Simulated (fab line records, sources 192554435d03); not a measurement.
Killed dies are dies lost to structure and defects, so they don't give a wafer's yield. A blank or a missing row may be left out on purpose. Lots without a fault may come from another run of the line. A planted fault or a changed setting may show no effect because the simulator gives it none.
Split-lot experiment | flow n5_finfet | 7 lots, 39 wafers read, on a route of 1938 steps

THE SPLIT
At N5_MOL_CONTACT_COAG_PECVD_31 (deposits SiO2 from TEOS/O2, target thk 46 nm, time 8.9 s), the setting time_s was moved away from the recipe's 8.9 s on 12 of the 39 wafers read, by -56.2% to +37.6%. The other wafers ran this setting at the recipe's value.

FROM THE SPLIT TO THE READING: what the file shows between them, 4 steps
- N5_MOL_CONTACT_COAG_COAT_75: time 60 s, resist thk 60 nm
- N5_MOL_CONTACT_COAG_COAT_76: time 60 s, resist thk 10 nm
- N5_MOL_CONTACT_COAG_ETCHBACK_135: etches SiO2 in CHF3, target depth 25 nm, time 16.7 s
- N5_MOL_CONTACT_COAG_STRIP_118: strips in CHF3

THE READING
etch.depth_nm (the simulator's own value, which no gauge read), in nm, at N5_MOL_CONTACT_COAG_VIA_ETCH_46 (etches SiO2 in C4F6/O2, target depth 46 nm, overetch 9.2 nm, time 40 s). The file gives no usual value for it. The 27 wafers here that ran the recipe average 45.88 nm, standard deviation 0.63 nm.

wafer  | tool, chamber at the split | time_s as run, s | against the recipe | etch.depth_nm, nm | against lot-mates on the recipe
L080.1 | pecvd-02, 1,0              | 5.902            | -33.7%             | 31.49             | -15.19
L080.2 | pecvd-02, 1,0              | 5.902            | -33.7%             | 31.34             | -15.34
L080.3 | pecvd-02, 2                | 5.902            | -33.7%             | 31.15             | -15.53
L080.4 | pecvd-02, 1                | 8.9              | recipe             | 46.67             | -
L080.5 | pecvd-02, 2                | 8.9              | recipe             | 46.26             | -
L080.6 | pecvd-02, 0                | 8.9              | recipe             | 47.1              | -
L081.1 | pecvd-03, 0,1              | 8.9              | recipe             | 44.88             | -
L081.2 | pecvd-03, 0,1              | 8.9              | recipe             | 44.75             | -
L081.3 | pecvd-03, 2                | 8.9              | recipe             | 45.21             | -
L081.4 | pecvd-03, 1                | 12.25            | +37.6%             | 55.38             | +10.43
L081.5 | pecvd-03, 2                | 12.25            | +37.6%             | 56                | +11.05
L081.6 | pecvd-03, 0                | 12.25            | +37.6%             | 54.21             | +9.26
L086.1 | pecvd-02, 1                | 8.9              | recipe             | 45.67             | -
L086.2 | pecvd-02, 0                | 8.9              | recipe             | 45                | -
L086.3 | pecvd-02, 2                | 11.23            | +26.2%             | 54.76             | +9.17
L086.4 | pecvd-02, 0                | 8.9              | recipe             | 46.09             | -
L086.5 | pecvd-02, 1                | 11.23            | +26.2%             | 55.19             | +9.60
L086.6 | pecvd-02, 2                | 11.23            | +26.2%             | 54.57             | +8.98
L087.1 | pecvd-03, 2,0              | 3.896            | -56.2%             | 20.83             | -25.24
L087.3 | pecvd-03, 2,0              | 3.896            | -56.2%             | 20.83             | -25.24
L087.2 | pecvd-03, 1                | 8.9              | recipe             | 45.61             | -
L087.4 | pecvd-03, 1                | 8.9              | recipe             | 46.08             | -
L087.5 | pecvd-03, 0                | 3.896            | -56.2%             | 21.63             | -24.44
L087.6 | pecvd-03, 2                | 8.9              | recipe             | 46.52             | -
L092.1 | pecvd-02, 0,2,2            | 8.9              | recipe             | 45.79             | -
L092.2 | pecvd-02, 0,2,2            | 8.9              | recipe             | 45.79             | -
L092.3 | pecvd-02, 1                | 8.9              | recipe             | 46.12             | -
L092.4 | pecvd-02, 1                | 8.9              | recipe             | 47.11             | -
L092.5 | pecvd-02, 0,2,2            | 8.9              | recipe             | 45.77             | -
L092.6 | pecvd-02, 0                | 8.9              | recipe             | 45.92             | -
L093.2 | pecvd-01, 0                | 8.9              | recipe             | 45.27             | -
L093.4 | pecvd-01, 1                | 8.9              | recipe             | 46.25             | -
L093.6 | pecvd-01, 1                | 8.9              | recipe             | 46.71             | -
L097.1 | pecvd-02, 2                | 8.9              | recipe             | 45.45             | -
L097.2 | pecvd-02, 0                | 8.9              | recipe             | 44.97             | -
L097.3 | pecvd-02, 1,0              | 8.9              | recipe             | 46.03             | -
L097.4 | pecvd-02, 1,0              | 8.9              | recipe             | 46.03             | -
L097.5 | pecvd-02, 1                | 8.9              | recipe             | 46.29             | -
L097.6 | pecvd-02, 2                | 8.9              | recipe             | 45.3              | -
Where a row lists several chambers, the file gives one row for several wafers and doesn't say which wafer went through which chamber.

THE FIT
A straight line over all 39 wafers: etch.depth_nm changes by +0.382 nm for each +1% of time_s; r = +0.98; the points scatter about the line by 1.7 nm.
The same after taking each lot's own level away (the mean of its wafers on the recipe; 39 wafers): +0.395 nm for each +1%; r = +0.99; scatter 1.5 nm.
On that fit, the largest move of time_s shifts the reading by 22 nm.
The lots' own levels span 44.947 to 46.677 nm, that is 2.7 times the standard deviation above.
So the lot-to-lot level changes the slope little: the two slopes agree.
Check: with one of the wafers moved furthest among these (-56.2%) left out of the fit, the line predicts -22.5 nm for it against its lot-mates. It came out at -25.2 nm against them.

OTHER SPLITS ON THESE WAFERS
These wafers also went through other splits before the reading. Each is held against what the fit with the lots' levels taken away leaves over:
other split on the same wafers          | wafers away from the commonest value | r with etch.depth_nm (lot level and that fit taken away)
N5_ZERO_LAYER_DEVELOP_10 develop_time_s | 12                                   | -0.10
N5_DUMMY_GATE_HM_DEP_06 target_thk_a    | 6                                    | -0.06
N5_SD_EPI_N_ETCH_45 target_depth_a      | 15                                   | +0.04
N5_GATE_CUT_ETCH_58 target_depth_a      | 15                                   | -0.07

THE WHOLE CHAIN: every reading that the file lists as answering this split, in the file's order
step                            | what it does                                                           | reading                                                                                   | change (the file's fit)               | r (the file's)
N5_MOL_CONTACT_COAG_PECVD_31    | deposits SiO2 from TEOS/O2, target thk 46 nm, time 8.9 s               | SiO2_of_MOL_CONTACT_COAG_PECVD_31.thk_nm (the simulator's own value, which no gauge read) | +0.452 nm for each +1% of the setting | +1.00
N5_MOL_CONTACT_COAG_VIA_ETCH_46 | etches SiO2 in C4F6/O2, target depth 46 nm, overetch 9.2 nm, time 40 s | etch.depth_nm (the simulator's own value, which no gauge read)                            | +0.398 nm for each +1% of the setting | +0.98

THE FILE'S OWN FIT
etch.depth_nm changes by +0.398 nm for each +1% of time_s, r = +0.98.
